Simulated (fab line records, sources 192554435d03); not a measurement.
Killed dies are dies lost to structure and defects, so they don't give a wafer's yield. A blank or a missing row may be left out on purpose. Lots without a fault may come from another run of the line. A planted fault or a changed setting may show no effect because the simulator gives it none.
Split-lot experiment | flow n5_finfet | 7 lots, 21 wafers read, on a route of 1938 steps

THE SPLIT
At N5_BEOL_M11_COAT_60 (time 60 s, resist thk 30 nm), the setting spin_rpm was moved away from the recipe's 1500 rpm on 7 of the 21 wafers read, by -9.6% to +11.1%. The other wafers ran this setting at the recipe's value.

FROM THE SPLIT TO THE READING: what the file shows between them, 4 steps
- N5_BEOL_M11_COAT_05: resist thk 90 nm
- N5_BEOL_M11_EBR_07
- N5_BEOL_M11_DESCUM_16: chemistry O2, time 7.9 s
- N5_BEOL_M11_ETCH_61: etches SiARC in CF4, target depth 39 nm, time 65 s

THE READING
SiARC_of_BEOL_M11_COAT_60.thk_nm (the simulator's own value, which no gauge read), in nm, at N5_BEOL_M11_ETCH_62 (etches SOC in N2/H2, target depth 110 nm, overetch 22 nm, time 165 s). The file gives no usual value for it. The 14 wafers here that ran the recipe average 23.7 nm, standard deviation 0.24 nm.

wafer  | tool, chamber at the split | spin_rpm as run, rpm | against the recipe | SiARC_of_BEOL_M11_COAT_60.thk_nm, nm | against lot-mates on the recipe
L075.3 | litho_track-04, 0          | 1500                 | recipe             | 23.8                                 | -
L075.5 | litho_track-04, 0          | 1500                 | recipe             | 23.6                                 | -
L075.6 | litho_track-04, 0          | 1418                 | -5.5%              | 25                                   | +1.3
L077.1 | litho_track-04, 0          | 1500                 | recipe             | 23.6                                 | -
L077.2 | litho_track-04, 0          | 1500                 | recipe             | 24.2                                 | -
L077.6 | litho_track-04, 0          | 1500                 | recipe             | 24                                   | -
L083.1 | litho_track-04, 0          | 1500                 | recipe             | 24                                   | -
L083.3 | litho_track-04, 0          | 1500                 | recipe             | 23.2                                 | -
L083.6 | litho_track-04, 0          | 1500                 | recipe             | 23.8                                 | -
L080.1 | litho_track-01, 0          | 1356                 | -9.6%              | 25.2                                 | no lot-mate on the recipe
L080.3 | litho_track-01, 0          | 1356                 | -9.6%              | 25.6                                 | no lot-mate on the recipe
L080.6 | litho_track-01, 0          | 1356                 | -9.6%              | 24.8                                 | no lot-mate on the recipe
L091.2 | litho_track-02, 0          | 1593                 | +6.2%              | 23                                   | -0.8
L091.5 | litho_track-02, 0          | 1500                 | recipe             | 23.8                                 | -
L091.6 | litho_track-02, 0          | 1593                 | +6.2%              | 22.8                                 | -1.0
L090.3 | litho_track-01, 0          | 1500                 | recipe             | 23.4                                 | -
L090.5 | litho_track-01, 0          | 1500                 | recipe             | 23.8                                 | -
L090.6 | litho_track-01, 0          | 1500                 | recipe             | 23.8                                 | -
L095.2 | litho_track-02, 0          | 1666                 | +11.1%             | 22                                   | -1.7
L095.3 | litho_track-02, 0          | 1500                 | recipe             | 23.8                                 | -
L095.6 | litho_track-02, 0          | 1500                 | recipe             | 23.6                                 | -

THE FIT
A straight line over all 21 wafers: SiARC_of_BEOL_M11_COAT_60.thk_nm changes by -0.155 nm for each +1% of spin_rpm; r = -0.95; the points scatter about the line by 0.27 nm.
The same after taking each lot's own level away (the mean of its wafers on the recipe; 18 wafers): -0.165 nm for each +1%; r = -0.93; scatter 0.23 nm.
On that fit, the largest move of spin_rpm shifts the reading by 1.8 nm.
The lots' own levels span 23.67 to 23.93 nm, that is 1.1 times the standard deviation above.
So the lot-to-lot level changes the slope little: the two slopes agree.
Check: with one of the wafers moved furthest among these (+11.1%) left out of the fit, the line predicts -1.88 nm for it against its lot-mates. It came out at -1.7 nm against them.

THE WHOLE CHAIN: every reading that the file lists as answering this split, in the file's order
step                | what it does                                                         | reading                                                                             | change (the file's fit)               | r (the file's)
N5_BEOL_M11_COAT_60 | time 60 s, resist thk 30 nm                                          | SiARC_of_BEOL_M11_COAT_60.thk_nm (the simulator's own value, which no gauge read)   | -0.136 nm for each +1% of the setting | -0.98
N5_BEOL_M11_ETCH_61 | etches SiARC in CF4, target depth 39 nm, time 65 s                   | etch.depth_nm (the simulator's own value, which no gauge read)                      | -0.141 nm for each +1% of the setting | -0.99
N5_BEOL_M11_ETCH_61 | etches SiARC in CF4, target depth 39 nm, time 65 s                   | CAR-ArF_of_BEOL_M11_COAT_05.thk_nm (the simulator's own value, which no gauge read) | +0.119 nm for each +1% of the setting | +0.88
N5_BEOL_M11_ETCH_62 | etches SOC in N2/H2, target depth 110 nm, overetch 22 nm, time 165 s | SiARC_of_BEOL_M11_COAT_60.thk_nm (the simulator's own value, which no gauge read)   | -0.165 nm for each +1% of the setting | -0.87

THE FILE'S OWN FIT
SiARC_of_BEOL_M11_COAT_60.thk_nm changes by -0.165 nm for each +1% of spin_rpm, r = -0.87.
